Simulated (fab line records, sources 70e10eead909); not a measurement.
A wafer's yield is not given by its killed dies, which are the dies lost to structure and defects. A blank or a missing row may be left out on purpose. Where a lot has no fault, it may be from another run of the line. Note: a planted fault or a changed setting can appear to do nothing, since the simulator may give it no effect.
Matching of chambers + flow nandHarc + NHARC_A_CONTACT_CMP_20 on cmp-03: 4 sister chambers
The step polishes, t overpolish 30 s, target thk 300 nm. 8 wafers are shown with their chamber, then 10 later ones without.

## EACH WAFER AND ITS CHAMBER
| wafer  | chamber | motorCurrentA (A) | retainingRingPressureFrac |
|--------|---------|-------------------|---------------------------|
| L083.2 | 3       | 13.7              | 1.001                     |
| L084.1 | 2       | 12.6              | 1.003                     |
| L084.4 | 1       | 11.4              | 1.001                     |
| L086.1 | 1       | 11.6              | 0.998                     |
| L086.2 | 3       | 14.1              | 0.998                     |
| L086.4 | 0       | 10.6              | 0.992                     |
| L092.2 | 0       | 10.7              | 0.993                     |
| L092.3 | 2       | 12.9              | 1.005                     |

## WAFERS MISSING THEIR CHAMBER
| wafer  | motorCurrentA (A) | retainingRingPressureFrac |
|--------|-------------------|---------------------------|
| L092.6 | 10.7              | 0.992                     |
| L093.2 | 10.5              | 1.001                     |
| L093.3 | 11.5              | 1.010                     |
| L093.4 | 14.0              | 0.989                     |
| L094.4 | 14.1              | 1.003                     |
| L094.5 | 12.9              | 1.008                     |
| L094.6 | 13.8              | 0.991                     |
| L096.3 | 12.9              | 1.001                     |
| L096.4 | 11.7              | 1.006                     |
| L096.5 | 12.8              | 1.003                     |

## WHICH CHAMBER EACH ONE RAN IN
| wafer  | from the rows above     | in truth                   |
|--------|-------------------------|----------------------------|
| L092.6 | 0                       | 0                          |
| L093.2 | can't be placed: 0 or 1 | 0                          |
| L093.3 | can't be placed: 1 or 2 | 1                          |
| L093.4 | 3                       | 3                          |
| L094.4 | 3                       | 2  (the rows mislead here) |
| L094.5 | 2                       | 2                          |
| L094.6 | 3                       | 3                          |
| L096.3 | 2                       | 2                          |
| L096.4 | can't be placed: 1 or 2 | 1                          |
| L096.5 | 2                       | 2                          |
Correctly placed: 6 of 10. Cannot be placed on the basis of these rows: 3; the candidates contain the true chamber in 3. Placed wrongly: 1.
How it was worked out, from the rows above alone: a wafer's distance from a chamber is the root of the sum, over the readings, of the square of ((its reading less the chamber's mean) divided by the reading's scatter). If the next closest chamber is less than 2 further off than the closest, the wafer can't be placed; otherwise it belongs to the closest. The mean given for a chamber averages the wafers shown for that chamber. The scatter: the root of (the sum of the squares of (reading less its chamber's mean) over the shown wafers, divided by (wafers less chambers)).
